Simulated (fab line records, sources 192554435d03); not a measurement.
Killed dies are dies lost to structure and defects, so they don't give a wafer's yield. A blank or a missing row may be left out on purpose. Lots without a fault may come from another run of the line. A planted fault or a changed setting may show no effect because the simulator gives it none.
Which tool did it? | flow n5_finfet | 9 lots, 27 wafers sampled, at 2 steps of a route of 1938

WHAT THE GAUGES READ, wafer by wafer
N5_HKMG_FIN_OVL_MEAS_13.
lot  | measured    | on         | NWFM_OVL (nm)
L270 | day 4 09:18 | overlay-02 | -0.2 -0.6 -0.9
L274 | day 5 05:32 | overlay-01 | -0.7 -0.3 -0.7
L273 | day 5 07:44 | overlay-01 | -0.3 0.1 -0.3
L277 | day 5 23:56 | overlay-02 | 0.2 0.2 0.8
L278 | day 6 04:42 | overlay-02 | 0.9 -0.1 0.2
L280 | day 6 18:18 | overlay-02 | -0.6 -0.1 -0.1
L288 | day 8 17:13 | overlay-01 | -0.4 0.6 0.5
L289 | day 9 01:36 | overlay-01 | 0.1 0.9 0.6
L293 | day 9 23:34 | overlay-02 | -0.3 0.8 -0.5

WHICH TOOL RAN EACH LOT (tool, then ch and the chambers of the sampled wafers, then the start)
lot  | N5_HKMG_FIN_STRIP_57
L270 | rie_diel-06 ch 1,2,3, day 4 06:23
L274 | rie_diel-03 ch 0,2,3, day 5 02:35
L273 | rie_diel-03 ch 0,1, day 5 04:43
L277 | rie_diel-03 ch 0,2,3, day 5 20:33
L278 | rie_diel-06 ch 1,2,3, day 6 01:32
L280 | rie_diel-03 ch 1,2,3, day 6 15:16
L288 | rie_diel-06 ch 0,2,3, day 8 14:07
L289 | rie_diel-06 ch 0,1,3, day 8 22:42
L293 | rie_diel-03 ch 1,2,3, day 9 20:26
- N5_HKMG_FIN_STRIP_57: strips in CF4.

THE ANSWER, worked out from the rows above alone
Rule: what is usual is taken from the lots themselves. Put in order of their means at a reading, lots are off if they are a third of the lots or fewer, leave a main group of 4 or more, and stand apart from it by a gap of 3 or more times the standard deviation of the main group's means; of several such gaps the widest counts. A main group whose means are all the same, to the digits that the tables above print for the reading, isn't used. A lot without any number at a reading at which 4 lots or more have one is off too. The other lots that the step has rows for count as sound.
No lot is off at any reading shown: from this, nothing can be told.

WHAT THE SIMULATOR HAD PUT IN
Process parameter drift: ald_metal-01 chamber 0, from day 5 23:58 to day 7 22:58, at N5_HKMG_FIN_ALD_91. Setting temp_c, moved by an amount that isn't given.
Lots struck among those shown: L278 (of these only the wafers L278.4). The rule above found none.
